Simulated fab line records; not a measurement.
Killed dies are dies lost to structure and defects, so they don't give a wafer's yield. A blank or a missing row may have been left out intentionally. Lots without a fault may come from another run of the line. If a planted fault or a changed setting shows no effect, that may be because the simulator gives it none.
Code-filled problem report in 8D (eight disciplines) form -- flow nandHarc -- the parts of the form that need people (team, actions taken, sign-off) are left out

== 1. THE ISSUE ==
Mean of exposureDoseMJCm2 at NHARC_P_M0_EXPOSE_06: 79.17 across 6 wafers in 2 lots; on wafers with no fault it is 81.28 (standard deviation 0.15). That puts it -14 standard deviations away from the usual mean.
The step: exposes mask P M0, target cd 90 nm.
The first sign was on wafer L934.4 at day 8 16:00, on arfiScanner-03. The record holds 33 wafers of 11 lots with a number at this step. Rule for "out", or "out of limits": more than 4 standard deviations from the usual mean. All remaining wafers that have a number are taken as sound.

== 2. WHAT IT IS; WHAT IT IS NOT ==
question,is,is not
which readings at this step,exposureDoseMJCm2,-
which lots,"L934, L938","L928, L929, L940, L941, L944, L945, L948, L950, L951"
which wafers of those lots,all that have a number,-
read on which tools,arfiScanner-03,"arfiScanner-01, arfiScanner-02"
when,from day 8 16:00,"up to then (6 sound wafers); but 21 sound wafers of L940, L941, L944, L945, L948, L950, L951 came after"

== 3. THE SUSPECTS, EACH WITH WHAT RULES IT OUT ==
Counting: a tool stays on the suspect list if, at a process step up to the reading, it processed all lots that are out and no sound lot following the first of them.
- arfiScanner-03 at NHARC_P_M0_EXPOSE_06 (exposes mask P M0, target cd 90 nm): kept. It ran every lot that is out, first L934 (day 8 16:00), and no sound lot after that. Its own readings are out on those wafers: exposureDoseMJCm2.
Left after counting: arfiScanner-03 at NHARC_P_M0_EXPOSE_06.

== 4. THE CAUSE (what the simulator had put in) ==
Process parameters drifting: arfiScanner-03 at NHARC_P_M0_EXPOSE_06, beginning at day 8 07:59. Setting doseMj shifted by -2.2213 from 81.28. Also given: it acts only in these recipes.
After counting, this tool was the only one left.

== 5. SEQUENCE OF EFFECTS, ordered by route ==
Each row: a reading whose mean over the struck wafers that have a number lies more than 3 standard deviations from the usual. Only readings whose record carries a usual standard deviation are examined. hours: median over the lots of the time between each lot's start at the first step of this table that gives one and its start at this step. sigmas: the change, counted in usual standard deviations.
hours,step,reading,usual,on struck wafers,change,sigmas
0,NHARC_P_M0_EXPOSE_06,exposureDoseMJCm2,81.28,79.17,-2.11,-14
Its process steps:
- NHARC_P_M0_EXPOSE_06: exposes mask P M0, target cd 90 nm.
Later steps that measure or inspect, where all struck wafers having a row at the step show a number for every such reading and not one has moved that far: NHARC_END_SORT_01.

== 6. WHAT WOULD HAVE CAUGHT IT SOONER ==
8 hours passed between the start of the fault at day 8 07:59 and the first reading out of limits in this record, taken at day 8 16:00.
